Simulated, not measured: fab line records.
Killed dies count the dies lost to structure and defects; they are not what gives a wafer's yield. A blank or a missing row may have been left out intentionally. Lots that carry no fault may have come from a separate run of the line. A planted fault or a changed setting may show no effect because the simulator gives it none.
fab line records	flow nandHarc
record lots=6	wafers=18	lastDay=24
route steps=1159 shown A_SLIT@797 A_SIN_REMOVE@804 A_WL_FILL@809 END@1159
lots with no fault: from the same line, run without faults
startH: start of the lot's first displayed wafer, in hours after the record's first day	waitH: how many hours have passed since the lot's step before this one	" unchanged from the row above	L1.1+2: one row covering several wafers at once	- value missing, or start not given	* or withheld: withheld	< > ~ a bound
route shown NAME@n: a module of which the file shows steps, and the number in the route of the first	usual: average and standard deviation across the fault-free wafers	same: alike in all rows	chamber/n: place in a boat	sites: the reading at each site	_std_site: standard deviation across them	_edge_site: mean of outer sites minus mean of inner sites	radiusMm: for every site, how far away it sits from the centre of the wafer	mask NAME#n: copy n	behind: the tool/chamber that last shaped the wafer	hold: cause of the lot's hold/its duration in hours/its outcome	device: which transistor (n, p or np) failed to switch	end of line: at the end of the route, the tests of the same wafers	step lacking rows: just its recipe	killed: dies that structure and defects cost at the first sort, which is not the same as the wafer's yield	map: the dies of a wafer, with x for killed, . for not killed, _ for no die there
set.NAME: setting as actually run; set.NAME@STEP: the setting as run at that earlier step	model.NAME: the simulator's own value behind a step, which no gauge read
lots at selected steps of the route; one table per step, one row per wafer
services: the hour from which a tool's chamber was out of use, counted from the record's first day as startH (under 0 if before that day), plus the number of hours and why
## steps
# step NHARC_A_SLIT_ETCH_26
# recipe biasV=400	sourceW=2000	pressureMtorr=25	timeS=90	arFlowSccm=375	c4f8FlowSccm=41.7	o2FlowSccm=83.3	targetDepthA=4000	chemistry=C4F8/O2/Ar
# usual drypumpMotorCurrentA=5.79/0.19	mfcArSccm=374.9/1.1	showerheadPlenumPTorr=3.69/0.16	throttleValvePct=27.619/0.0074
lot.wafer	tool	chamber	startH	waitH	drypumpMotorCurrentA	mfcArSccm	rfHoursCounterH	showerheadPlenumPTorr	throttleValvePct
L709.2	harEtch-02	0	348.88	1.2	5.62	375.9	182	3.87	27.613
L709.1	"	1	"	"	5.80	374.1	182	3.51	27.625
L709.4	"	1	"	"	5.79	375.5	-	3.52	27.618
L708.2	harEtch-01	1	349.14	1.0	5.73	374.2	12	3.83	27.627
L708.6	"	0	"	"	6.19	373.1	-	3.59	27.615
L708.5	"	1	"	"	5.71	377.3	-	3.83	27.618
L715.2	harEtch-02	1	408.24	1.0	5.79	373.8	213	3.50	27.609
L715.3	"	0	"	"	5.63	375.4	-	3.86	27.617
L715.6	"	0	"	"	5.63	373.5	-	3.86	27.614
L716.3	harEtch-02	0	419.69	0.8	5.62	375.4	-	3.85	27.628
L716.5	"	0	"	"	5.61	375.8	-	3.85	27.606
L716.6	"	1	"	"	5.80	374.0	-	3.50	27.606
L721.2	harEtch-01	0	442.42	1.2	6.16	373.8	53	3.57	27.622
L721.5	"	0	"	"	6.15	376.1	-	3.57	27.628
L721.6	"	1	"	"	5.71	374.9	-	3.81	27.626
L725.3	harEtch-02	0	455.73	0.8	5.61	374.8	-	3.84	27.621
L725.5	"	0	"	"	5.60	374.9	-	3.84	27.614
L725.6	"	1	"	"	5.78	374.5	-	3.49	27.631
# step NHARC_A_SLIT_STRIP_28
# recipe o2FlowSccm=400	cosFlowSccm=20	arFlowSccm=0	biasW=0	chemistry=O2/COS
# step NHARC_A_SLIT_ETCH_29
# recipe targetDepthA=1000	overetchA=100	timeS=55	ionEnergyEv=100	cf4FlowSccm=80	o2FlowSccm=20	arFlowSccm=0	rfW=300	biasW=100	chemistry=CF4/O2
# usual drypumpMotorCurrentA=5.8/0.52	mfcArSccm=0.013/0.012	oes_f_703_au=1.000/0.0049	oesProductAu=1.002/0.011	rfVppV=197.9/1.5	showerheadPlenumPTorr=1.33/0.071	throttleValvePct=13.397/0.0084
lot.wafer	tool	chamber	startH	waitH	drypumpMotorCurrentA	mfcArSccm	oes_f_703_au	oesProductAu	rfHoursCounterH	rfVppV	showerheadPlenumPTorr	throttleValvePct
L709.2	rieDiel-01	1	349.50	0.1	4.8	0.014	0.998	1.001	1	197.7	1.42	13.398
L709.1	"	2	"	"	6.0	0.027	1.005	1.010	1	197.2	1.27	13.393
L709.4	"	3	"	"	5.7	0.032	1.006	1.024	1	198.6	1.30	13.399
L708.2	rieDiel-12	2	349.74	0.1	5.8	0.010	1.002	1.001	11	200.9	1.44	13.385
L708.6	"	3	"	"	5.0	0	1.003	0.980	-	197.4	1.27	13.395
L708.5	"	0	"	"	6.5	0.010	1.002	1.003	-	199.2	1.43	13.399
L715.2	rieDiel-01	2	409.14	0.4	6.0	0.027	1.002	1.017	6	197.1	1.27	13.407
L715.3	"	0	"	"	6.0	0.027	0.997	1.013	6	195.4	1.25	13.409
L715.6	"	2	"	"	6.0	0.027	0.988	1.023	-	197.2	1.27	13.398
L716.3	rieDiel-08	2	420.26	0.1	5.3	0	1.002	0.997	8	196.0	1.29	13.401
L716.6	"	3	"	"	5.6	0	1.005	0.979	-	198.5	1.34	13.385
L716.5	"	0	"	"	6.3	0	0.999	1.011	-	196.5	1.32	13.405
L721.2	rieDiel-01	3	443.05	0.1	5.8	0.032	0.997	1.015	8	199.2	1.30	13.397
L721.6	"	0	"	"	6.1	0.027	1.003	1.008	-	197.2	1.25	13.404
L721.5	"	1	"	"	4.8	0.014	1.002	1.001	-	200.2	1.41	13.406
L725.3	rieDiel-01	1	456.29	0.1	4.8	0.014	1.007	0.998	10	200.0	1.41	13.397
L725.5	"	3	"	"	5.8	0.032	0.990	1.015	-	197.1	1.30	13.407
L725.6	"	0	"	"	6.1	0.027	0.994	1.011	-	195.2	1.25	13.384
# step NHARC_A_SLIT_STRIP_18
# recipe o2FlowSccm=500	arFlowSccm=0	biasW=0	chemistry=O2
# usual drypumpMotorCurrentA=5.8/0.5	mfcArSccm=0.013/0.012	oesProductAu=1.001/0.011	rfVppV=57.7/1	showerheadPlenumPTorr=3.53/0.18	throttleValvePct=17.036/0.0085
lot.wafer	tool	chamber	startH	waitH	drypumpMotorCurrentA	mfcArSccm	oesProductAu	rfHoursCounterH	rfVppV	showerheadPlenumPTorr	throttleValvePct
L709.4	rieDiel-01	3	-	-	5.8	0.032	1.022	1	58.4	3.45	17.033
L709.2	"	0	"	"	6.1	0.027	1.006	2	57.8	3.32	17.041
L709.1	"	1	"	"	4.8	0.014	0.997	1	57.3	3.73	17.038
L708.2	rieDiel-12	1	-	-	6.3	0	0.989	9	57.2	3.75	17.028
L708.6	"	1	"	"	6.3	0	0.980	-	57.9	3.75	17.038
L708.5	"	2	"	"	5.9	0.010	0.989	-	58.4	3.78	17.021
L715.3	rieDiel-01	1	-	-	4.8	0.014	0.994	6	60.0	3.73	17.024
L715.2	"	0	"	"	6.1	0.027	1.013	6	56.5	3.32	17.041
L715.6	"	2	"	"	6.0	0.027	1.017	-	57.7	3.37	17.023
L716.3	rieDiel-08	1	-	-	5.9	0.013	0.989	8	57.1	3.31	17.028
L716.5	"	1	"	"	5.9	0.013	0.986	-	58.6	3.31	17.036
L716.6	"	2	"	"	5.4	0	0.990	-	58.9	3.41	17.026
L721.2	rieDiel-01	0	-	-	6.0	0.027	1.005	9	58.4	3.32	17.033
L721.6	"	2	"	"	6.1	0.027	1.008	-	56.3	3.37	17.039
L721.5	"	3	"	"	5.8	0.032	1.011	-	60.9	3.44	17.029
L725.3	rieDiel-01	2	-	-	6.1	0.027	1.019	9	57.3	3.37	17.038
L725.6	"	1	"	"	4.8	0.014	1.007	-	57.0	3.73	17.038
L725.5	"	2	"	"	6.0	0.027	1.013	-	56.3	3.37	17.038
# step NHARC_A_SLIT_PRECLEAN_19
# recipe timeS=*	tempC=50	bathAgeMin=0	chemistry=SC1
# step NHARC_A_SLIT_SRD_20
# step NHARC_A_SLIT_CD_MEAS_21
# usual cdNm=289.8/0.81
lot.wafer	tool	chamber	startH	waitH	cdNm
L709.1	cdSem-02	-	350.04	-	290.6
L709.2	"	-	"	"	289.1
L709.4	"	-	"	"	290.3
L708.2	cdSem-01	-	350.26	-	288.7
L708.5	"	-	"	"	290.3
L708.6	"	-	"	"	289.0
L715.2	cdSem-02	-	409.68	-	289.5
L715.3	"	-	"	"	289.5
L715.6	"	-	"	"	288.7
L716.3	cdSem-01	-	420.78	-	288.8
L716.5	"	-	"	"	290.4
L716.6	"	-	"	"	288.9
L721.2	cdSem-03	-	443.57	-	290.4
L721.5	"	-	"	"	289.3
L721.6	"	-	"	"	290.4
L725.3	cdSem-01	-	456.82	-	288.3
L725.5	"	-	"	"	289.4
L725.6	"	-	"	"	290.4
# step NHARC_A_SIN_REMOVE_WET_00
# recipe tempC=160	timeS=15300	chemistry=H3PO4
# step NHARC_A_SIN_REMOVE_PRECLEAN_01
# recipe timeS=*	tempC=50	bathAgeMin=0	chemistry=SC1
# step NHARC_A_SIN_REMOVE_SRD_02
# step NHARC_A_SIN_REMOVE_INSPECT_04
# usual rawDefectCount=291/77
lot.wafer	tool	chamber	startH	waitH	rawDefectCount
L709.1	defectInspect-01	-	355.78	0.0	299
L709.2	"	-	"	"	247
L709.4	"	-	"	"	286
L708.2	defectInspect-02	-	355.81	0.0	135
L708.5	"	-	"	"	187
L708.6	"	-	"	"	193
L715.2	defectInspect-01	-	417.39	0.0	304
L715.3	"	-	"	"	235
L715.6	"	-	"	"	257
L716.3	defectInspect-01	-	427.28	0.0	501
L716.5	"	-	"	"	420
L716.6	"	-	"	"	633
L721.2	defectInspect-02	-	450.71	0.0	285
L721.5	"	-	"	"	346
L721.6	"	-	"	"	197
L725.3	defectInspect-02	-	464.43	0.0	456
L725.5	"	-	"	"	398
L725.6	"	-	"	"	299
# step NHARC_A_WL_FILL_ALD_00
# recipe targetThkA=30	pulseTimeS=3	aldCycles=30	tempC=300	material=Al2O3
# usual aldCycles=30/0	heaterPowerW=496/48	precursorPulseHeightRel=0.998/0.021
lot.wafer	tool	chamber	startH	waitH	aldCycles	heaterPowerW	precursorPulseHeightRel
L708.2	aldHk-02	0	355.87	0.1	30	564	1.004
L708.6	"	0	"	"	30	541	0.996
L708.5	"	1	"	"	30	501	1.001
L709.4	aldHk-03	0	355.87	0.1	30	411	1.005
L709.2	"	1	"	"	30	483	0.986
L709.1	"	2	"	"	30	587	0.974
L715.3	aldHk-02	0	418.67	1.3	43	562	0.998
L715.2	"	2	"	"	30	506	1.007
L715.6	"	3	"	"	30	452	1.013
L716.3	aldHk-02	3	427.43	0.1	30	446	1.030
L716.6	"	0	"	"	43	572	0.982
L716.5	"	1	"	"	30	494	0.972
L721.2	aldHk-01	3	450.83	0.1	30	447	1.011
L721.5	"	1	"	"	30	505	0.999
L721.6	"	2	"	"	30	522	0.993
L725.3	aldHk-03	3	464.57	0.1	30	470	1.001
L725.5	"	0	"	"	30	407	1.003
L725.6	"	1	"	"	30	519	0.991
# step NHARC_A_WL_FILL_RTA_01
# recipe tempC=1000	timeS=5
# usual lampPowerPct=33.8/0.84	lamp_zone_5_pct=33.8/0.84	wafer_temp_C_max=1004.2/0.85
lot.wafer	tool	chamber	startH	waitH	lampPowerPct	lamp_zone_5_pct	wafer_temp_C_max
L709.1	rtpAnneal-01	0	356.27	-	33.1	33.0	1004.3
L709.2	"	0	"	"	33.0	33.0	1003.6
L709.4	"	0	"	"	33.1	33.1	1003.8
L708.2	rtpAnneal-02	0	356.35	-	34.7	34.7	1004.7
L708.5	"	0	"	"	34.7	34.8	1005.3
L708.6	"	0	"	"	34.7	34.7	1003.8
L715.2	rtpAnneal-01	0	418.93	-	33.0	33.0	1003.8
L715.3	"	0	"	"	33.0	33.1	1003.5
L715.6	"	0	"	"	33.1	33.0	1003.3
L716.3	rtpAnneal-02	0	427.66	-	34.7	34.7	1005.2
L716.5	"	0	"	"	34.7	34.7	1004.4
L716.6	"	0	"	"	34.8	34.7	1004.8
L721.2	rtpAnneal-02	0	451.07	-	34.7	34.6	1005.0
L721.5	"	0	"	"	34.7	34.7	1004.6
L721.6	"	0	"	"	34.7	34.7	1004.9
L725.3	rtpAnneal-01	0	464.81	-	33.0	33.0	1003.6
L725.5	"	0	"	"	33.0	33.0	1004.5
L725.6	"	0	"	"	33.0	33.0	1003.8
# step NHARC_END_SORT_01
# recipe tempC=25
# usual killedAtArray=28/11	killedAtOther=0.5/0.85	killedAtPeriphery=2.7/1.9	killedDies=32/12	killedOpen=3.3/1.6	killedShort=2.1/1.5
# same grossDies=677
lot.wafer	tool	chamber	startH	waitH	killedAtArray	killedAtOther	killedAtPeriphery	killedDies	killedOpen	killedShort
L721.2	prober-02	0	564.74	2.8	26	0	0	26	5	2
L721.5	prober-02	0	567.14	3.7	19	0	2	21	1	2
L721.6	prober-02	0	567.94	4.0	15	1	2	18	4	2
# killed by level:class
L721.2 A_CHANNEL_HOLE_D1:chamberFilmFlake=9 A_STAIRCASE:chamberFilmFlake=4 A_CONTACT:chamberFilmFlake=3 A_BLC:geometricParticle:open=2 A_CHANNEL_FILL_D1:chamberFilmFlake=2 A_ONON_D1:geometricParticle:open=1 A_CHANNEL_FILL_D1:geometricParticle:open=1 A_SGD_CUT:geometricParticle:short=1
L721.5 A_CHANNEL_HOLE_D1:chamberFilmFlake=10 A_STAIRCASE:chamberFilmFlake=3 A_CHANNEL_FILL_D1:chamberFilmFlake=2 A_CONTACT:chamberFilmFlake=2 P_GATE:geometricParticle:open=1 A_STAIRCASE:geometricParticle:short=1 A_M1:geometricParticle:short=1 P_STI:chamberFilmFlake=1
L721.6 A_CHANNEL_HOLE_D1:chamberFilmFlake=6 A_CONTACT:chamberFilmFlake=3 P_CONTACT:geometricParticle:short=1 A_SOURCE_PLATE:geometricParticle:open=1 A_SGD_CUT:geometricParticle:open=1 A_CONTACT:geometricParticle:open=1 A_BLC:geometricParticle:short=1 P_ZERO_WELL:chamberFilmFlake=1
## services
tool	chamber	startH	hours	kind
rieDiel-12	1	325.28	4.4	repair
rieDiel-01	-	344.61	0.8	repair
rieDiel-01	0	348.35	-	clean
rieDiel-01	1	348.35	-	clean
rieDiel-01	2	348.35	-	clean
rieDiel-01	3	348.35	-	clean
harEtch-02	-	354.44	2.6	repair
rieDiel-01	0	372.85	-	clean
rieDiel-01	1	372.85	-	clean
rieDiel-01	2	372.85	-	clean
rieDiel-01	3	372.85	-	clean
rieDiel-12	-	379.48	9.0	pm
rieDiel-01	0	397.35	-	clean
rieDiel-01	1	397.35	-	clean
rieDiel-01	2	397.35	-	clean
rieDiel-01	3	397.35	-	clean
rieDiel-08	2	404.82	6.8	repair
rieDiel-01	2	417.81	4.4	repair
rieDiel-01	0	421.86	-	clean
rieDiel-01	1	421.86	-	clean
rieDiel-08	1	429.20	4.5	repair
rieDiel-08	2	448.00	11.9	repair
aldHk-02	-	459.52	10.0	pm
rieDiel-08	0	460.50	2.8	repair
## key
firstSign step=NHARC_A_WL_FILL_ALD_00	reading=aldCycles	direction=up	sigmas=99+	usual=30	struck=43
effect none on later readings
metAt NHARC_A_WL_FILL_ALD_00
struckWafers L715.3,L716.6
testerLeftOut L715,L716
onsetBetween 355.87 418.67
fault kind=processParameterDrift	tool=aldHk-02	chamber=0	onsetH=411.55	steps=NHARC_A_WL_FILL_ALD_00	channel=aldCycles	offset=13	shape=step	endH=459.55	actsIn=theseRecipesOnly	stated=30
# testerLeftOut: of these lots the tester's yield and bins aren't shown, on N5 and GAA mostly nor the transistor test; their killed dies are dies lost to structure and defects alone, not to doping, threshold or leakage, so they don't give the yield
